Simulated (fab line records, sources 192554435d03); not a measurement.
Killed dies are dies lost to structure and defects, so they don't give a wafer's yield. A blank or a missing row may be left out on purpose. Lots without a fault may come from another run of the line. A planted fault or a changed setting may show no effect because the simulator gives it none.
Split-lot experiment | flow n5_finfet | 7 lots, 21 wafers read, on a route of 1938 steps

THE SPLIT
At N5_DUMMY_GATE_COAT_34 (time 60 s, resist thk 60 nm), the setting spin_rpm was moved away from the recipe's 1500 rpm on 5 of the 21 wafers read, by -8.0% to +8.7%. The other wafers ran this setting at the recipe's value.

FROM THE SPLIT TO THE READING: what the file shows between them, 9 steps
- N5_DUMMY_GATE_EXPOSE_12: exposes mask GATE, target cd 25 nm (also split here: dose_mj)
- N5_DUMMY_GATE_PEB_13: peb time 60 s
- N5_DUMMY_GATE_DEVELOP_14: develop time 30 s
- N5_DUMMY_GATE_ETCH_29: etches underlayer in N2/H2, target depth 13 nm
- N5_DUMMY_GATE_ETCH_36: etches SiARC in CF4, target depth 13 nm
- N5_DUMMY_GATE_ETCH_37: etches SOC in N2/H2, target depth 60 nm, overetch 30 nm
- N5_DUMMY_GATE_STRIP_38: strips in N2/H2
- N5_DUMMY_GATE_STRIP_39: strips in N2/H2
- N5_DUMMY_GATE_STRIP_40: strips in CF4

THE READING
SOC_of_DUMMY_GATE_COAT_34.thk_nm (the simulator's own value, which no gauge read), in nm, at N5_DUMMY_GATE_ETCH_31 (etches SiO2 in C4F6/O2, target depth 82.5 nm, time 27.5 s). The file gives no usual value for it. The 16 wafers here that ran the recipe average 51.5 nm, standard deviation 0.31 nm.

wafer  | tool, chamber at the split | spin_rpm as run, rpm | against the recipe | SOC_of_DUMMY_GATE_COAT_34.thk_nm, nm | against lot-mates on the recipe
L074.1 | litho_track-01, 0          | 1500                 | recipe             | 51                                   | -
L074.5 | litho_track-01, 0          | 1500                 | recipe             | 51                                   | -
L074.3 | litho_track-01, 0          | 1500                 | recipe             | 51.6                                 | -
L077.1 | litho_track-04, 0          | 1500                 | recipe             | 51.6                                 | -
L077.3 | litho_track-04, 0          | 1630                 | +8.7%              | 49.4                                 | -2.3
L077.6 | litho_track-04, 0          | 1500                 | recipe             | 51.8                                 | -
L079.1 | litho_track-04, 0          | 1500                 | recipe             | 51.2                                 | -
L079.3 | litho_track-04, 0          | 1500                 | recipe             | 51.8                                 | -
L079.6 | litho_track-04, 0          | 1500                 | recipe             | 52                                   | -
L083.1 | litho_track-05, 0          | 1415                 | -5.7%              | 53.2                                 | +1.6
L083.5 | litho_track-05, 0          | 1500                 | recipe             | 51.6                                 | -
L083.6 | litho_track-05, 0          | 1500                 | recipe             | 51.6                                 | -
L086.1 | litho_track-01, 0          | 1500                 | recipe             | 51.6                                 | -
L086.3 | litho_track-01, 0          | 1500                 | recipe             | 51.6                                 | -
L086.2 | litho_track-01, 0          | 1500                 | recipe             | 51                                   | -
L087.1 | litho_track-05, 0          | 1500                 | recipe             | 51.8                                 | -
L087.5 | litho_track-05, 0          | 1500                 | recipe             | 51.2                                 | -
L087.6 | litho_track-05, 0          | 1380                 | -8.0%              | 54.2                                 | +2.7
L095.1 | litho_track-01, 0          | 1626                 | +8.4%              | 49.4                                 | -2.2
L095.3 | litho_track-01, 0          | 1500                 | recipe             | 51.6                                 | -
L095.4 | litho_track-01, 0          | 1626                 | +8.4%              | 49.8                                 | -1.8

THE FIT
A straight line over all 21 wafers: SOC_of_DUMMY_GATE_COAT_34.thk_nm changes by -0.263 nm for each +1% of spin_rpm; r = -0.95; the points scatter about the line by 0.33 nm.
The same after taking each lot's own level away (the mean of its wafers on the recipe; 21 wafers): -0.272 nm for each +1%; r = -0.97; scatter 0.28 nm.
On that fit, the largest move of spin_rpm shifts the reading by 2.4 nm.
The lots' own levels span 51.20 to 51.70 nm, that is 1.6 times the standard deviation above.
So the lot-to-lot level changes the slope little: the two slopes agree.
Check: with one of the wafers moved furthest among these (+8.7%) left out of the fit, the line predicts -2.3 nm for it against its lot-mates. It came out at -2.3 nm against them.

OTHER SPLITS ON THESE WAFERS
These wafers also went through other splits before the reading. Each is held against what the fit with the lots' levels taken away leaves over:
other split on the same wafers  | wafers away from the commonest value | r with SOC_of_DUMMY_GATE_COAT_34.thk_nm (lot level and that fit taken away)
N5_FIN_SAQP_PECVD_06 time_s     | 9                                    | -0.19
N5_FIN_SAQP_PEB_14 peb_time_s   | 4                                    | +0.02
N5_FIN_CUT_COAT_19 spin_rpm     | 9                                    | +0.08
N5_FIN_CUT_EXPOSE_05 dose_mj    | 5                                    | -0.15
N5_DUMMY_GATE_EXPOSE_12 dose_mj | 8                                    | +0.43

THE WHOLE CHAIN: every reading that the file lists as answering this split, in the file's order
step                  | what it does                                              | reading                                                                           | change (the file's fit)               | r (the file's)
N5_DUMMY_GATE_COAT_34 | time 60 s, resist thk 60 nm                               | SOC_of_DUMMY_GATE_COAT_34.thk_nm (the simulator's own value, which no gauge read) | -0.293 nm for each +1% of the setting | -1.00
N5_DUMMY_GATE_ETCH_37 | etches SOC in N2/H2, target depth 60 nm, overetch 30 nm   | etch.depth_nm (the simulator's own value, which no gauge read)                    | -0.288 nm for each +1% of the setting | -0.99
N5_DUMMY_GATE_ETCH_31 | etches SiO2 in C4F6/O2, target depth 82.5 nm, time 27.5 s | SOC_of_DUMMY_GATE_COAT_34.thk_nm (the simulator's own value, which no gauge read) | -0.279 nm for each +1% of the setting | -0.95

THE FILE'S OWN FIT
SOC_of_DUMMY_GATE_COAT_34.thk_nm changes by -0.279 nm for each +1% of spin_rpm, r = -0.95.
